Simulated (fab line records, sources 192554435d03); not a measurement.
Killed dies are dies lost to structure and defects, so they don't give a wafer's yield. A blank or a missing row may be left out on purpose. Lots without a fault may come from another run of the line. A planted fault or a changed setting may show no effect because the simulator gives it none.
A struck lot beside a sound one | flow n5_finfet | 15 steps out of a route of 1938
Sound: wafers L878.2, L878.3, L878.4. Struck: wafer L900.5. (L900.1 of the same lot was not struck and is left out.) The cause comes at the end.
At each step with rows: each side's tool, then ch and its chambers, then its first start. Under that, the readings that differ: sound wafers | struck wafers | difference of the means | sigmas: that difference in standard deviations of wafers without a fault.
alike: readings whose means differ by less than 2 such deviations, and words and numbers that are the same on both sides. not compared: withheld readings, readings that some wafer has no value for, bounds like >300 that may hide the same value, and numbers for which the record gives no deviation and whose values overlap.
The two part at a step that has a row with sigmas, a row that says differs or no value, or rows on one side only. Numbers that don't overlap but have no deviation are shown without sigmas and don't part them. A reading that every wafer of one side lacks parts them only if that side has two wafers or more.

first, 8 steps without rows for these wafers: N5_BEOL_M8_COAT_64 (time 60 s, resist thk 12 nm); N5_BEOL_M8_COAT_71 (time 60 s, resist thk 5 nm); N5_BEOL_M8_COAT_22 (resist thk 30 nm); N5_BEOL_M8_EBR_24; N5_BEOL_M8_SOFTBAKE_23 (time 60 s); N5_BEOL_M8_EXPOSE_25 (exposes mask V7, target cd 40 nm); N5_BEOL_M8_PEB_26 (peb time 60 s); N5_BEOL_M8_DEVELOP_27 (develop time 30 s).
N5_BEOL_M8_CD_MEAS_28: target cd 40 nm.
  sound on cd_sem-02 ch 0, day 11 15:01; struck on cd_sem-02 ch 0, day 16 04:41
  alike: cd_nm
N5_BEOL_M8_OVL_MEAS_29:
  sound on overlay-02 ch 0, day 11 15:04; struck on overlay-02 ch 0, day 16 04:43
  alike: V7_OVL
N5_BEOL_M8_INSPECT_30: inspects for defects (brightfield).
  sound on defect_inspect-01, day 11 15:07; struck on defect_inspect-01, day 16 04:46
  alike: raw_defect_count
N5_BEOL_M8_DESCUM_33: chemistry O2, time 7 s.
  sound on rie_diel-01 ch 0,1,2, day 11 15:26; struck on rie_diel-01 ch 2, day 16 04:48
  alike: drypump_motor_current_A, oes_product_au, rf_vpp_V, showerhead_plenum_p_Torr, throttle_valve_pct
  not compared: rf_hours_counter_h
N5_BEOL_M8_ETCH_72: etches underlayer in N2/H2, target depth 6.5 nm, time 5.2 s.
  sound on rie_diel-01 ch 0,1,2, day 11 15:28; struck on rie_diel-01 ch 2, day 16 04:50
  reading                | sound             | struck | difference | sigmas
  etch_rf_on_time_s (s)  | 5.17 5.32 5.16    | 3.27   | -1.95      | -14
  oes_product_au (a.u.)  | 0.72 0.66 0.60    | 0.77   | +0.11      | +2
  throttle_valve_pct (%) | 17.79 17.85 18.01 | 18.15  | +0.27      | +3
  alike: drypump_motor_current_A, rf_vpp_V, showerhead_plenum_p_Torr
  not compared: rf_hours_counter_h
N5_BEOL_M8_ETCH_65: etches SiARC in CF4, target depth 15.6 nm, time 26 s.
  sound on rie_diel-01 ch 0,1,2, day 11 15:29; struck on rie_diel-01 ch 2, day 16 04:51
  reading                | sound             | struck | difference | sigmas
  throttle_valve_pct (%) | 15.49 15.44 15.94 | 16.02  | +0.40      | +2
  alike: cf4_flow_sccm, drypump_motor_current_A, etch_rf_on_time_s, mfc_ar_sccm, oes_product_au, rf_vpp_V, showerhead_plenum_p_Torr
  not compared: rf_hours_counter_h
-- the record jumps here: 3 days lie between the struck wafers' starts before and after (it left off in module BEOL_M8 and takes up again in module PASSIVATION, whose first step shown is number 1936 of the route) --
N5_PASSIVATION_PROBE_49:
  sound on prober-01, day 14 19:49; struck on prober-02, day 19 02:47
  alike: defect_limited_yield, killed_at_M0_to_M3, killed_at_M4_up, killed_at_contacts, killed_at_front_end, killed_at_other, killed_dies, killed_open, killed_short, sort_bin_5_function, sort_bin_6_memory, sort_n_pass, sort_yield_pct

WHERE THEY PART
First at N5_BEOL_M8_ETCH_72; last, within this record, at N5_BEOL_M8_ETCH_65. Later steps at which nothing parts them and some readings are alike: N5_PASSIVATION_PROBE_49.

WHY: what the simulator had put in
Process parameter drift: rie_diel-01, from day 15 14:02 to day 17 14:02, at N5_BEOL_M8_ETCH_72. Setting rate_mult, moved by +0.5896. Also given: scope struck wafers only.
